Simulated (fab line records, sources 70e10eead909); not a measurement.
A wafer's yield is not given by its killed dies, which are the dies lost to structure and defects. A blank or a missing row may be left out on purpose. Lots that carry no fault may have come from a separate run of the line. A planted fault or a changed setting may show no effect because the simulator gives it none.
Chamber matching + flow nand-harc + NHARC_P_ZERO_WELL_DESCUM_39 on rie-diel-10 has 4 sister chambers
The step chemistry O2, time 3 s. 14 wafers are shown with their chamber, then 7 later ones without.

== WAFERS WITH THEIR CHAMBER ==
| wafer  | chamber | rf-vpp-V (V) | oes-product-au (a.u.) | throttle-valve-pct (%) |
|--------|---------|--------------|-----------------------|------------------------|
| L147.2 | 3       | 57.8         | 1.005                 | 11.320                 |
| L147.5 | 3       | 57.8         | 1.009                 | 11.317                 |
| L147.6 | 2       | 58.6         | 1.006                 | 11.312                 |
| L148.1 | 1       | 58.6         | 0.998                 | 11.321                 |
| L148.2 | 0       | 58.7         | 0.998                 | 11.313                 |
| L148.6 | 1       | 58.0         | 0.994                 | 11.318                 |
| L150.2 | 1       | 57.5         | 1.009                 | 11.311                 |
| L150.3 | 3       | 56.9         | 1.003                 | 11.317                 |
| L150.4 | 2       | 57.9         | 1.000                 | 11.316                 |
| L151.2 | 2       | 59.1         | 0.991                 | 11.307                 |
| L151.3 | 1       | 56.8         | 0.996                 | 11.328                 |
| L151.6 | 1       | 58.1         | 0.984                 | 11.320                 |
| L159.1 | 3       | 57.6         | 1.029                 | 11.297                 |
| L159.2 | 2       | 57.0         | 1.005                 | 11.309                 |

SIGNATURES (means of the wafers above)
| reading            | chamber 0 | chamber 1 | chamber 2 | chamber 3 | scatter within a chamber |
|--------------------|-----------|-----------|-----------|-----------|--------------------------|
| rf-vpp-V           | 58.700    | 57.800    | 58.150    | 57.525    | 0.7                      |
| oes-product-au     | 0.99800   | 0.99620   | 1.00050   | 1.01150   | 0.00943                  |
| throttle-valve-pct | 11.31300  | 11.31960  | 11.31100  | 11.31275  | 0.00729                  |
Rule: a wafer's distance from a chamber is the root of the sum, over the readings, of the square of ((its reading less the chamber's mean) divided by the reading's scatter). The wafer belongs to the nearest chamber; if the next one is less than 2 further off, it can't be placed. The scatter is the square root of a quotient: the sum, over the shown wafers, of each reading's squared deviation from its chamber's mean, divided by wafers minus chambers.

== WAFERS WITHOUT THEIR CHAMBER ==
| wafer  | rf-vpp-V (V) | oes-product-au (a.u.) | throttle-valve-pct (%) |
|--------|--------------|-----------------------|------------------------|
| L159.5 | 59.0         | 0.991                 | 11.307                 |
| L162.3 | 56.9         | 1.004                 | 11.315                 |
| L162.4 | 59.5         | 0.992                 | 11.307                 |
| L162.6 | 57.6         | 1.022                 | 11.295                 |
| L166.2 | 57.7         | 0.993                 | 11.305                 |
| L166.3 | 56.5         | 0.995                 | 11.311                 |
| L166.5 | 59.8         | 0.993                 | 11.303                 |

== WHICH CHAMBER EACH WENT THROUGH ==
| wafer  | from the rows above               | in truth |
|--------|-----------------------------------|----------|
| L159.5 | can't be placed: 0 or 2 or 1 or 3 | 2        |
| L162.3 | can't be placed: 3 or 1 or 2 or 0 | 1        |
| L162.4 | can't be placed: 0 or 2 or 1      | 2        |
| L162.6 | can't be placed: 3 or 2 or 0 or 1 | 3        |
| L166.2 | can't be placed: 2 or 0 or 1 or 3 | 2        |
| L166.3 | can't be placed: 1 or 3 or 2 or 0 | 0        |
| L166.5 | can't be placed: 0 or 2 or 1 or 3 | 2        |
Placed correctly: 0 of 7. Not placeable from these rows: 7 (in 7, the candidates include the true chamber). Number placed wrongly: 0.
